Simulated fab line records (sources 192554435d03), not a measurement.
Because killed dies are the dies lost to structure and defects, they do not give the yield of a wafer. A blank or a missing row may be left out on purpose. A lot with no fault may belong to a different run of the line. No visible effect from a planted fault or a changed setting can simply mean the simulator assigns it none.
A lot that was struck, set against a sound lot -- flow n5-finfet -- 26 out of 1938 route steps
Sound: these wafers, L959.1, L959.3, L959.6. The struck wafers were L956.3, L956.4, L956.6. The cause is named last.
Order at every step that has rows: each side's tool, ch and its chambers, its first start. Under that, the readings that differ: sound wafers -- struck wafers -- difference of the means -- sigmas: that difference in standard deviations of wafers without a fault.
alike: readings whose means differ by less than 2 such deviations, and words and numbers that are the same on both sides. not compared: withheld readings, readings that some wafer has no value for, bounds like >300 that may hide the same value, and numbers for which the record gives no deviation and whose values overlap.
A row with sigmas, a row that says differs or no value, or rows on one side alone: a step with any of these is where the two part. Non-overlapping numbers with no deviation appear without sigmas and do not part them. Lack of a reading on every wafer of one side parts them only where that side has two or more wafers.

first, 9 steps without rows for these wafers: N5_BEOL_M4_ILD_DEP_00 (deposits SiOC from DEMS/O2, target thk 79 nm, time 15.3 s); N5_BEOL_M4_PECVD_72 (deposits SiO2 from TEOS/O2, target thk 16 nm, time 18 s); N5_BEOL_M4_HM_DEP_02 (deposits TiN, target thk 20 nm); N5_BEOL_M4_COAT_61 (time 60 s, resist thk 60 nm); N5_BEOL_M4_COAT_62 (time 60 s, resist thk 12 nm); N5_BEOL_M4_COAT_73 (time 60 s, resist thk 5 nm); N5_BEOL_M4_COAT_05 (resist thk 30 nm); N5_BEOL_M4_EBR_07; N5_BEOL_M4_SOFTBAKE_06 (time 60 s).
N5_BEOL_M4_EXPOSE_08: exposes mask M4.
  sound on euv-scanner-01 ch 0, day 13 06:21; struck on euv-scanner-02 ch 0, day 12 10:31
reading,sound,struck,difference,sigmas
exposure-dose-mJ-cm2,41.64 41.59 41.62,35.59 35.64 35.64,-5.99,-27
  alike: mask, focus-offset-nm
then, 2 steps without rows for these wafers: N5_BEOL_M4_PEB_09 (peb time 60 s); N5_BEOL_M4_DEVELOP_10 (develop time 30 s).
N5_BEOL_M4_CD_MEAS_11 targets a cd of 16.79 nm.
  sound on cd-sem-03 ch 0, day 13 06:29; struck on cd-sem-01 ch 0, day 12 10:38
reading,sound,struck,difference,sigmas
cd-nm (nm),17.18 16.51 16.89,13.78 14.02 13.23,-3.18,-11
then, 1 step without rows for these wafers: N5_BEOL_M4_DESCUM_16 (chemistry O2, time 7 s).
N5_BEOL_M4_ETCH_74: etches underlayer in N2/H2, target depth 6.5 nm, time 5.2 s.
  sound on rie-diel-01 ch 0,2, day 13 06:38; struck on rie-diel-01 ch 1,3, day 12 10:47
reading,sound,struck,difference,sigmas
model.BEOL_M4.cd-offset-nm (nm),-0.2 -0.4 0,-3 -3.2 -3.2,-3,
  alike: chamber-pressure-mTorr, drypump-motor-current-A, etch-rf-on-time-s, oes-product-au, rf-vpp-V, showerhead-plenum-p-Torr, throttle-valve-pct
  not compared: rf-hours-counter-h
then, 5 steps without rows for these wafers: N5_BEOL_M4_ETCH_63 (etches SiARC in CF4, target depth 15.6 nm, time 26 s); N5_BEOL_M4_ETCH_64 (etches SOC in N2/H2, target depth 75 nm, overetch 22.5 nm, time 121.9 s); N5_BEOL_M4_STRIP_65 (strips in N2/H2); N5_BEOL_M4_STRIP_75 (strips in N2/H2); N5_BEOL_M4_STRIP_66 (strips in CF4).
N5_BEOL_M4_HM_OPEN_17: chemistry Cl2/BCl3, target TiN, target depth 20 nm, overetch 6 nm.
  sound on rie-metal-03 ch 1, day 13 06:52; struck on rie-metal-02 ch 0,1, day 12 11:02
reading,sound,struck,difference,sigmas
model.BEOL_M4.cd-offset-nm (nm),0 -0.4 0,-3 -2.8 -3,-3,
  alike: chamber-pressure-mTorr, drypump-motor-current-A, oes-product-au, throttle-valve-pct
  not compared: rf-hours-counter-h
then, 1 step without rows for these wafers: N5_BEOL_M4_STRIP_19 (strips in O2).
N5_BEOL_M4_CD_MEAS_18: pitch 36 nm, target cd 18 nm.
  sound on cd-sem-02, day 13 07:02; struck on cd-sem-03, day 12 11:12
reading,sound,struck,difference,sigmas
cd-nm (nm),18.0 17.8 18.3,15.2 15.0 14.6,-3.1,-9
then, 1 step without rows for these wafers: N5_BEOL_M4_COAT_67 (time 60 s, resist thk 60 nm).
N5_BEOL_M4_RC_MEAS_101:
  the record has rows for the sound wafers here (prober-02 ch 0, day 14 12:50) and none for the struck ones
-- a jump in the record: the struck wafers' starts before and after are 6 days apart (it breaks off in module BEOL_M4 and resumes in module PASSIVATION, where the first step shown is number 1936 of the route) --
N5_PASSIVATION_PROBE_49:
  sound on prober-01, day 20 03:34; struck on prober-02, day 18 02:34
reading,sound,struck,difference,sigmas
defect-limited-yield (%),90.9 89.2 91.9,0 0 0,-91,-65
killed_at_M4_up,17 23 10,1080 1098 1071,+1066,+99 or more
killed-dies,107 127 96,1180 1180 1180,+1070,+63
killed-on-rim,14 17 11,152 152 152,+138,+36
sort-n-pass,1073 1053 1084,0 0 0,-1070,-63
  alike: killed_at_M0_to_M3, killed-at-contacts, killed-at-front-end, killed-at-other, killed-open, killed-short, sort_bin_5_function, sort_bin_6_memory, sort_bin_8_speed

WHERE THEY PART
At N5_BEOL_M4_EXPOSE_08 first; at N5_PASSIVATION_PROBE_49 last (within this record only).

WHY: what had been put in by the simulator
Process parameters drifting: euv-scanner-02 at N5_BEOL_M4_EXPOSE_08, beginning at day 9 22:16. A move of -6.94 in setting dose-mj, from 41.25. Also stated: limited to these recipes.
